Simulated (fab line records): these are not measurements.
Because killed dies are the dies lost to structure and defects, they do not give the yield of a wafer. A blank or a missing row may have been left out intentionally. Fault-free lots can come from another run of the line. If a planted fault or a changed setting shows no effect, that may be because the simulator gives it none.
Split-lot experiment -- flow n5Finfet -- 21 wafers read across 7 lots, on a route 1938 steps long

## ABOUT THE SPLIT
At N5_MOL_CONTACT_COAG_ETCH_105 (etches SiARC in CF4, target depth 15.6 nm, time 26 s), the setting biasW was moved away from the recipe's 36 W on 7 of the 21 wafers read, by -16.7% to +15.9%. All remaining wafers had this setting at the recipe value.

The reading is taken at the split's own step.

## THE READING
rfVppV, in V, at N5_MOL_CONTACT_COAG_ETCH_105 (etches SiARC in CF4, target depth 15.6 nm, time 26 s). A value of 184.4 V with a standard deviation of 1.2 V is what fault-free wafers of this fab line usually give.

wafer,"tool, chamber at the split","biasW as run, W",against the recipe,"rfVppV, V",against lot-mates on the recipe
L078.1,"rieDiel-03, 0",36,recipe,183.8,-
L078.3,"rieDiel-03, 1",36,recipe,185.4,-
L078.5,"rieDiel-03, 2",36,recipe,185.4,-
L079.2,"rieDiel-03, 1",36,recipe,185.9,-
L079.5,"rieDiel-03, 1",36,recipe,184.6,-
L079.6,"rieDiel-03, 2",36,recipe,182.4,-
L081.3,"rieDiel-03, 3",41.73,+15.9%,200.5,no lot-mate on the recipe
L081.4,"rieDiel-03, 2",41.73,+15.9%,202.2,no lot-mate on the recipe
L081.6,"rieDiel-03, 3",41.73,+15.9%,201.3,no lot-mate on the recipe
L083.1,"rieDiel-03, 3",36,recipe,183.0,-
L083.2,"rieDiel-03, 2",36,recipe,184.2,-
L083.4,"rieDiel-03, 3",30.69,-14.7%,164.2,-19.4
L086.2,"rieDiel-03, 1",36,recipe,185.0,-
L086.4,"rieDiel-03, 3",30,-16.7%,164.2,-20.8
L086.6,"rieDiel-03, 0",30,-16.7%,162.9,-22.1
L089.2,"rieDiel-03, 3",36,recipe,183.4,-
L089.4,"rieDiel-03, 1",36,recipe,185.0,-
L089.5,"rieDiel-03, 1",36,recipe,184.3,-
L091.1,"rieDiel-06, 3",36,recipe,186.9,-
L091.2,"rieDiel-06, 2",40.98,+13.8%,199.6,+14.2
L091.4,"rieDiel-06, 0",36,recipe,183.8,-

THE FIT
A straight line over all 21 wafers: rfVppV changes by +1.17 V for each +1% of biasW; r = +0.99; the points scatter about the line by 1.4 V.
The same after taking each lot's own level away (the mean of its wafers on the recipe; 18 wafers): +1.23 V for each +1%; r = +0.99; scatter 1.2 V.
Per that fit: largest biasW move, reading shift of 21 V.
Measured against the standard deviation above, the lots' own levels, which go from 183.60 to 185.35 V, span 1.5 times it.
Hence the lot-to-lot level has little effect on the slope; both slopes agree.
Check: for one of the wafers moved furthest among these (-16.7%), held out of the fit, the line's prediction against its lot-mates is -20.9 V. Against them it came out at -20.8 V.
Tool readings at the split's step, against how far the setting was moved: etchRfOnTimeS r = -0.82; rfVppV r = +0.99.

## FURTHER SPLITS ON THESE WAFERS
Other splits were also applied to these wafers ahead of the reading. Each is held against what the fit with the lots' levels taken away leaves over:
other split on the same wafers,wafers away from the commonest value,r with rfVppV (lot level and that fit taken away)
N5_HKMG_FIN_EXPOSE_46 doseMj,6,+0.02
N5_HKMG_FIN_ETCH_58 sourceW,10,-0.07
N5_HKMG_FIN_EXPOSE_09 doseMj,9,-0.12
N5_HKMG_FIN_ETCH_35 timeS,8,-0.10

## THE WHOLE CHAIN: every reading that the file lists as answering this split, in the file's order
step,what it does,reading,change (the file's fit),r (the file's)
N5_MOL_CONTACT_COAG_ETCH_105,"etches SiARC in CF4, target depth 15.6 nm, time 26 s",etchRfOnTimeS,withheld for each +1% of the setting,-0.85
N5_MOL_CONTACT_COAG_ETCH_105,"etches SiARC in CF4, target depth 15.6 nm, time 26 s",rfVppV,+1.22 V for each +1% of the setting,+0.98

## THE FILE'S OWN FIT
rfVppV changes by +1.22 V for each +1% of biasW, r = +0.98.
